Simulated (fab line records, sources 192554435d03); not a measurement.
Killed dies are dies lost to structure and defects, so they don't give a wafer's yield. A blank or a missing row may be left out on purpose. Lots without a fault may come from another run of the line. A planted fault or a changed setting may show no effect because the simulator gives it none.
Chamber matching | flow n5_finfet | N5_BEOL_M6_ILD_DEP_00 on pecvd-03: 3 sister chambers
The step deposits SiCOH lowk from DEMS/porogen, target thk 179.75 nm, time 33.4 s. 3 wafers are shown with their chamber, then 10 later ones without.

WAFERS WITH THEIR CHAMBER
wafer  | chamber | throttle_valve_pct (%)
L087.2 | 1       | 13.2
L087.6 | 2       | 13.2
L086.4 | 0       | 14.5

WAFERS WITHOUT THEIR CHAMBER
wafer  | throttle_valve_pct (%)
L086.5 | 13.0
L091.1 | 14.7
L091.2 | 13.0
L091.3 | 13.2
L095.2 | 13.1
L095.3 | 14.4
L095.5 | 13.1
L097.4 | 13.3
L097.5 | 14.5
L097.6 | 12.8

WHICH CHAMBER EACH WENT THROUGH
wafer  | from the rows above     | in truth
L086.5 | can't be placed: 1 or 2 | 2
L091.1 | 0                       | 0
L091.2 | can't be placed: 1 or 2 | 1
L091.3 | can't be placed: 1 or 2 | 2
L095.2 | can't be placed: 1 or 2 | 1
L095.3 | 0                       | 0
L095.5 | can't be placed: 1 or 2 | 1
L097.4 | can't be placed: 1 or 2 | 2
L097.5 | 0                       | 0
L097.6 | can't be placed: 1 or 2 | 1
Placed correctly: 3 of 10. Can't be placed from these rows: 7 (the true chamber is among the candidates in 7). Placed wrongly: 0.
How it was worked out, from the rows above alone: a wafer's distance from a chamber is the root of the sum, over the readings, of the square of ((its reading less the chamber's mean) divided by the reading's scatter). The wafer belongs to the nearest chamber; if the next one is less than 2 further off, it can't be placed. A chamber's mean is the mean of its shown wafers. The scatter: with one shown wafer a chamber, the root of the mean of the squares of how far each hidden wafer lies from its nearest shown one.
